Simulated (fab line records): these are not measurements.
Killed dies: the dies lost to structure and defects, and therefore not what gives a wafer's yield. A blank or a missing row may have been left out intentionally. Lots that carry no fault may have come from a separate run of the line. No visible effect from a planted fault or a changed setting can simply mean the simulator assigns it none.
Struck lot and sound lot, side by side    flow nandHarc    14 out of 1159 route steps
Sound: these wafers, L424.3, L424.4, L424.6. Wafers L414.1, L414.2, L414.3 were the ones struck. The cause is named last.
Order at every step that has rows: each side's tool, ch and its chambers, its first start. Under that, the readings that differ: sound wafers    struck wafers    difference of the means    sigmas: that difference in standard deviations of wafers without a fault.
alike: a reading whose means differ by less than 2 such deviations, as well as words and numbers matching on both sides. not compared: withheld readings; readings where some wafer has no value; bounds like >300 that might hide an equal value; numbers whose values overlap and for which the record gives no deviation.
A row with sigmas, a row that says differs or no value, or rows on one side alone: a step with any of these is where the two part. Numbers that don't overlap but have no deviation are shown without sigmas and don't part them. Lack of a reading on every wafer of one side parts them only where that side has two or more wafers.

first, 2 steps without rows for these wafers: NHARC_A_SOURCE_PLATE_SRD_01; NHARC_A_SOURCE_PLATE_OXIDE_02 (material SiO2, target thk 10 nm, ox time 1362 s).
NHARC_A_SOURCE_PLATE_THK_MEAS_09: measures by ellipsometry.
  sound on filmMetro-01 at day 10 20:06; struck on filmMetro-02 at day 8 07:45
  alike: thkNm
then, 3 steps without rows for these wafers: NHARC_A_SOURCE_PLATE_PVD_04 (deposits WSi2, target thk 50 nm); NHARC_A_SOURCE_PLATE_CVD_03 (deposits poly-Si, target thk 200 nm, time 4000 s); NHARC_A_SOURCE_PLATE_ANNEAL_05 (time 1800 s).
NHARC_A_SOURCE_PLATE_THK_MEAS_06: measures by ellipsometry.
  sound on filmMetro-02 at day 11 09:00; struck on filmMetro-02 at day 8 22:28
  alike: thkNm
NHARC_A_SOURCE_PLATE_INSPECT_08:
  sound on defectInspect-01 at day 11 09:06; struck on defectInspect-01 at day 8 22:32
  alike: rawDefectCount
then, no rows for these wafers at 1 step: NHARC_A_ONON_D1_DEP_00 (target thk 1000 nm).
NHARC_A_ONON_D1_THK_MEAS_02: measures by ellipsometry.
  sound on filmMetro-01 at day 11 09:46; struck on filmMetro-02 at day 8 23:07
  alike: thkNm
NHARC_A_ONON_D1_DEP_03: target thk 1000 nm.
  sound on pecvdOnon-01 ch 0, day 11 10:04; struck on pecvdOnon-02 ch 0, day 8 23:11
NHARC_A_ONON_D1_THK_MEAS_05: measures by ellipsometry.
  sound on filmMetro-01 at day 11 10:28; struck on filmMetro-02 at day 8 23:41
reading     sound        struck       difference  sigmas
thkNm (nm)  991 990 992  493 492 495  -498        -50
then, no rows for these wafers at 1 step: NHARC_A_ONON_D1_DEP_06 (target thk 1000 nm).
-- the record jumps here: 12 days lie between the struck wafers' starts before and after (it left off in module A_ONON_D1 and takes up again in module END, whose first step shown is number 1159 of the route) --
NHARC_END_SORT_01:
  here the record holds rows for the struck wafers (prober-02 ch 0, day 20 21:55) but none for the sound ones

WHERE THEY PART
First at NHARC_A_ONON_D1_THK_MEAS_05; last, within this record, at NHARC_END_SORT_01.

WHY: what the simulator had put in
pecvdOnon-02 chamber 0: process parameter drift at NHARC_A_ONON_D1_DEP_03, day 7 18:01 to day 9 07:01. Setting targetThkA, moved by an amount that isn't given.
